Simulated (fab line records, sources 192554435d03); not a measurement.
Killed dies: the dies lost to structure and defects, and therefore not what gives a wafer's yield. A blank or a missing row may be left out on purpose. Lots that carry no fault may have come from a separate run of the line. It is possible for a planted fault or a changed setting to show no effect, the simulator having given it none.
fab line records	flow n5Finfet	part 2 of 2: steps 5 to 6 of 6
[record] lots = 22	wafers = 66	lastDay = 18
route steps=1938 shown WELL_APT@46 PMOS_HMC_CHANNEL_EPI@65 FIN_SAQP@130 FIN_CUT@166
lots that met no fault: from a run of the same line without faults
startH: the number of hours between the record's first day and the start of the first shown wafer of the lot	waitH: hours from the lot's prior step to this one	" unchanged from the row above	L1.1+2: a row that stands for several wafers	- no value, or no start was given	* or withheld: withheld	< > ~ a bound
route shown NAME@n: a module of which the file shows steps, and the number in the route of the first	usual: mean/standard deviation of fault-free wafers	same: alike in all rows	chamber/n: place in a boat	sites: each site's reading	_std_site: how widely they spread, as a standard deviation	_edge_site: outer sites' mean less inner sites'	radiusMm: for every site, how far away it sits from the centre of the wafer	mask NAME#n: copy n	behind: the tool/chamber that last shaped the wafer	hold: why the lot was held/for how many hours/how that ended	device: the n, p or np transistor that did not switch	end of line: tests of these same wafers at the route's end	a step with no rows: only its recipe	killed: count of dies lost to structure and defects at first sort (not the wafer's yield)	map: per-die view of a wafer (x killed, . not killed, _ where there is no die)
set.NAME: the setting that was run; set.NAME@STEP: the one run at that earlier step	model.NAME: the simulator's own value behind a step, which no gauge read
steps of the route over a sample of lots; a table a step, a row a wafer
services: when a tool's chamber went out of use (startH, in hours from the record's first day, below 0 if earlier), for how many hours, and the reason
[[steps]]
[step N5_FIN_SAQP_SPACER2_ALD_28]
[recipe] material = SiO2	targetThkA = 81	tempC = 300	aldPrecursorFamily = BDEAS	aldCoReactant = O2-plasma	pulseTimeS = 1	purgeTimeS = 2	coReactantPurgeTimeS = 2	pressureTorr = 2
[usual] heaterPowerW = 469/58	precursorPulseHeightRel = 0.998/0.019	susceptorTempC = 300.00/0.2
[same] coReactantPurgeTimeS = 2	purgeTimeS = 2
lot.wafer	tool	chamber	startH	waitH	heaterPowerW	precursorPulseHeightRel	susceptorTempC
L074.3	aldSin-03	1	26.04	0.1	348	1.023	300.04
L074.4	"	2	"	"	527	1.028	300.01
L074.5	"	1	"	"	351	0.964	300.18
L075.3	aldSin-03	3	31.53	0.1	506	1.020	299.96
L075.4	"	1	"	"	346	0.991	300.03
L075.6	"	3	"	"	500	0.975	299.81
L076.1	aldSin-02	3	39.01	0.4	471	1.021	299.57
L076.2	"	0	"	"	440	1.017	300.00
L076.5	"	0	"	"	427	1.011	299.87
L077.1	aldSin-02	3	44.32	0.1	461	1.006	300.02
L077.3	"	0	"	"	435	1.055	300.25
L077.6	"	3	"	"	463	0.973	300.27
L078.1	aldSin-03	1	49.81	0.1	350	0.979	300.18
L078.4	"	3	"	"	514	1.024	300.22
L078.5	"	0	"	"	441	1.001	299.78
L079.1	aldSin-02	3	55.59	0.1	474	0.993	299.94
L079.3	"	0	"	"	438	1.021	300.12
L079.5	"	1	"	"	524	1.002	300.00
L080.1	aldSin-02	0	61.28	0.1	449	1.016	299.88
L080.4	"	2	"	"	503	0.989	299.99
L080.5	"	0	"	"	438	1.018	299.93
L081.1	aldSin-03	1	67.73	0.4	345	0.987	299.93
L081.3	"	2	"	"	524	0.987	300.17
L081.6	"	2	"	"	525	1.008	300.04
L082.1	aldSin-03	0	73.29	0.2	451	1.017	299.89
L082.4	"	3	"	"	519	0.989	300.11
L082.5	"	2	"	"	526	1.012	299.97
L083.3	aldSin-03	0	79.68	0.1	436	0.999	299.93
L083.5	"	1	"	"	346	1.014	300.05
L083.6	"	0	"	"	438	0.997	299.90
L084.2	aldSin-03	2	86.14	0.2	515	1.005	300.36
L084.5	"	1	"	"	349	1.020	299.82
L084.6	"	0	"	"	439	1.000	300.27
L085.2	aldSin-03	3	94.35	0.4	513	1.033	300.17
L085.3	"	1	"	"	343	0.985	300.29
L085.5	"	2	"	"	511	1.024	299.90
L086.2	aldSin-01	3	98.61	0.1	559	0.998	299.77
L086.3	"	2	"	"	453	0.984	300.08
L086.6	"	2	"	"	441	0.999	300.24
L087.3	aldSin-01	2	104.26	0.1	441	0.990	300.01
L087.4	"	1	"	"	481	0.996	300.05
L087.5	"	0	"	"	461	1.004	299.73
L088.1	aldSin-01	2	109.66	0.1	446	0.972	299.92
L088.2	"	0	"	"	454	1.010	300.14
L088.3	"	3	"	"	556	1.040	299.75
L089.1	aldSin-03	2	117.07	0.1	506	1.020	299.98
L089.3	"	0	"	"	441	0.986	299.70
L089.5	"	1	"	"	341	1.031	300.28
L091.1	aldSin-01	1	128.24	0.1	492	1.004	299.78
L091.4	"	0	"	"	467	1.003	300.36
L091.5	"	3	"	"	566	0.990	299.85
L092.2	aldSin-02	3	134.80	0.1	462	0.997	299.98
L092.4	"	0	"	"	435	0.988	299.91
L092.6	"	3	"	"	451	1.012	299.86
L093.2	aldSin-03	2	139.76	0.1	515	1.036	300.21
L093.3	"	3	"	"	510	0.984	299.98
L093.6	"	2	"	"	518	1.026	300.23
L094.1	aldSin-02	3	146.99	0.1	450	0.985	300.09
L094.2	"	1	"	"	489	0.979	300.12
L094.4	"	2	"	"	471	0.991	299.66
L095.4	aldSin-03	3	155.23	2.8	520	0.987	299.86
L095.5	"	1	"	"	357	0.979	299.98
L095.6	"	2	"	"	525	0.997	300.03
L097.2	aldSin-02	3	163.66	0.1	456	0.970	300.06
L097.3	"	0	"	"	431	0.971	299.75
L097.6	"	2	"	"	487	0.988	300.17
[step N5_FIN_CUT_DESCUM_13]
[recipe] chemistry = O2	timeS = 7	sourcePowerW = 50	biasPowerW = 20	pressureMtorr = 20	rfFrequencyHz = 2.712e+07	tempC = 40	resist = CAR-EUV	o2FlowSccm = 225
[usual] drypumpMotorCurrentA = 5.7/0.32	oesProductAu = 0.73/0.061	rfVppV = 243.2/1.2	showerheadPlenumPTorr = 2.09/0.066	tempC = 40.00/0.1	throttleValvePct = 20.43/0.23
lot.wafer	tool	chamber	startH	waitH	drypumpMotorCurrentA	oesProductAu	rfHoursCounterH	rfVppV	showerheadPlenumPTorr	tempC	throttleValvePct
L074.3	rieDiel-02	2	27.81	0.0	5.7	0.71	195	243.1	2.15	40.08	20.34
L074.4	"	3	"	"	5.5	0.69	-	243.2	2.06	39.98	20.65
L074.5	"	1	"	"	5.8	0.71	-	244.5	2.18	40.29	20.45
L075.3	rieDiel-04	0	33.06	0.0	5.7	0.75	141	242.9	2.10	39.92	20.76
L075.4	"	3	"	"	5.5	0.74	179	242.6	2.00	39.90	20.71
L075.6	"	2	"	"	5.8	0.72	-	242.0	2.06	39.96	20.21
L076.1	rieDiel-02	1	41.29	0.6	5.8	0.71	193	245.1	2.18	39.93	20.46
L076.2	"	2	"	"	5.7	0.71	198	245.5	2.15	39.84	20.36
L076.5	"	3	"	"	5.5	0.69	-	242.1	2.06	39.89	20.67
L077.1	rieDiel-05	0	45.85	0.0	5.3	0.77	130	243.2	2.08	40.04	20.14
L077.3	"	3	"	"	6.3	0.68	220	240.3	1.97	39.99	20.77
L077.6	"	3	"	"	6.3	0.68	-	241.6	1.97	39.96	20.77
L078.1	rieDiel-05	3	51.46	0.0	6.3	0.68	222	241.1	1.97	39.98	20.77
L078.4	"	0	"	"	5.3	0.76	132	243.4	2.08	40.03	20.13
L078.5	"	0	"	"	5.3	0.76	-	242.5	2.08	39.88	20.13
L079.1	rieDiel-02	1	57.19	0.0	5.9	0.70	197	243.6	2.18	40.21	20.47
L079.3	"	3	"	"	5.5	0.69	221	242.3	2.05	40.07	20.67
L079.5	"	2	"	"	5.6	0.71	-	245.7	2.15	39.92	20.37
L080.1	rieDiel-02	3	63.07	0.0	5.5	0.67	222	242.8	2.05	39.97	20.67
L080.4	"	1	"	"	5.9	0.71	199	243.9	2.18	40.13	20.47
L080.5	"	1	"	"	5.8	0.71	-	243.7	2.18	40.12	20.47
L081.1	rieDiel-05	0	69.57	0.2	5.3	0.76	138	243.8	2.07	39.95	20.16
L081.3	"	1	"	"	5.1	0.92	6	244.2	2.15	40.20	20.18
L081.6	"	0	"	"	5.3	0.76	-	242.6	2.07	40.06	20.15
L082.1	rieDiel-05	0	75.01	0.0	5.3	0.75	140	244.6	2.07	40.03	20.17
L082.4	"	3	"	"	6.3	0.67	229	242.5	1.97	39.88	20.79
L082.5	"	3	"	"	6.3	0.67	-	240.5	1.97	39.83	20.79
L083.3	rieDiel-02	2	81.23	0.0	5.7	0.70	210	243.1	2.15	39.87	20.39
L083.5	"	3	"	"	5.5	0.66	-	243.2	2.05	39.85	20.68
L083.6	"	0	"	"	5.3	0.74	-	240.6	2.01	39.84	20.45
L084.2	rieDiel-02	0	87.70	0.0	5.3	0.75	160	240.5	2.01	40.02	20.47
L084.5	"	2	"	"	5.7	0.70	-	243.5	2.15	40.12	20.39
L084.6	"	3	"	"	5.5	0.68	-	244.0	2.05	40.06	20.69
L085.2	rieDiel-05	0	96.00	0.0	5.3	0.75	146	242.9	2.07	40.01	20.16
L085.3	"	2	"	"	5.9	0.75	132	242.8	2.09	40.00	20.14
L085.5	"	0	"	"	5.3	0.76	-	242.9	2.07	40.01	20.16
L086.2	rieDiel-05	2	100.17	0.0	5.9	0.75	133	243.5	2.09	40.00	20.15
L086.3	"	3	"	"	6.3	0.67	237	244.2	1.97	40.25	20.78
L086.6	"	1	"	"	5.1	0.92	-	243.6	2.14	40.03	20.21
L087.3	rieDiel-04	1	105.90	0.0	5.9	0.76	146	243.5	2.16	39.94	20.20
L087.4	"	3	"	"	5.5	0.73	200	241.6	1.99	39.99	20.72
L087.5	"	1	"	"	5.9	0.76	-	243.9	2.16	40.05	20.18
L088.1	rieDiel-02	3	111.22	0.0	5.5	0.68	236	241.1	2.05	40.01	20.70
L088.2	"	2	"	"	5.7	0.69	217	245.1	2.15	39.96	20.40
L088.3	"	0	"	"	5.3	0.74	166	241.2	2.00	39.95	20.46
L089.1	rieDiel-05	0	118.66	0.0	5.3	0.74	151	242.1	2.07	40.12	20.17
L089.3	"	3	"	"	6.3	0.66	241	241.4	1.97	39.95	20.80
L089.5	"	0	"	"	5.3	0.75	-	245.1	2.07	39.91	20.19
L091.1	rieDiel-04	2	129.98	0.1	5.8	0.69	230	242.1	2.05	40.08	20.26
L091.4	"	0	"	"	5.7	0.73	-	242.8	2.09	39.87	20.81
L091.5	"	1	"	"	5.9	0.76	-	244.1	2.16	39.77	20.18
L092.2	rieDiel-02	2	136.60	0.0	5.6	0.68	225	243.8	2.14	39.95	20.41
L092.4	"	0	"	"	5.3	0.73	173	241.5	2.00	40.16	20.48
L092.6	"	0	"	"	5.3	0.73	-	242.0	2.00	40.06	20.47
L093.2	rieDiel-02	1	141.72	0.0	5.8	0.68	221	244.1	2.17	39.84	20.51
L093.3	"	3	"	"	5.5	0.66	245	242.2	2.05	40.08	20.70
L093.6	"	3	"	"	5.5	0.66	-	243.8	2.05	39.99	20.71
L094.1	rieDiel-02	1	148.62	0.1	5.9	0.68	224	243.2	2.17	39.84	20.50
L094.2	"	2	"	"	5.7	0.68	228	244.5	2.14	39.97	20.40
L094.4	"	0	"	"	5.3	0.73	179	242.4	2.00	40.00	20.49
L095.4	rieDiel-05	2	157.12	0.3	5.8	0.74	-	244.0	2.08	39.86	20.17
L095.5	"	0	"	"	5.3	0.74	-	243.7	2.07	39.98	20.18
L095.6	"	1	"	"	5.1	0.87	-	243.2	2.14	39.81	20.22
L097.2	rieDiel-02	1	165.32	0.0	5.8	0.68	230	244.4	2.17	39.87	20.51
L097.3	"	1	"	"	5.8	0.67	-	244.9	2.17	40.04	20.52
L097.6	"	2	"	"	5.6	0.68	-	245.2	2.14	40.04	20.41
[[services]]
tool	chamber	startH	hours	kind
rieDiel-05	3	-6.96	2.2	repair
aldSin-01	-	-6.15	14.0	pm
rieDiel-06	3	-1.75	16.5	repair
rieDiel-02	-	2.62	2.6	repair
rieDiel-02	0	9.42	19.9	repair
rieDiel-03	2	20.41	8.1	repair
rieSi-05	-	24.68	0.4	repair
rieSi-03	1	36.44	6.0	repair
rieDiel-01	-	36.51	0.7	repair
aldSin-01	1	45.54	2.6	repair
aldSin-01	1	52.24	11.0	repair
rieSi-03	-	67.54	0.3	repair
rieDiel-06	0	76.12	3.5	repair
aldSin-02	-	85.26	14.0	pm
aldSin-01	-	89.32	6.1	pm
rieSi-05	2	91.24	4.4	repair
aldSin-01	3	111.29	1.9	repair
rieDiel-05	2	115.35	6.4	repair
rieDiel-06	2	127.22	13.3	repair
rieDiel-04	3	129.24	4.7	repair
rieDiel-01	3	129.40	7.0	repair
rieDiel-05	3	129.79	4.6	repair
rieDiel-06	1	153.08	4.2	repair
rieDiel-02	3	158.29	9.1	repair
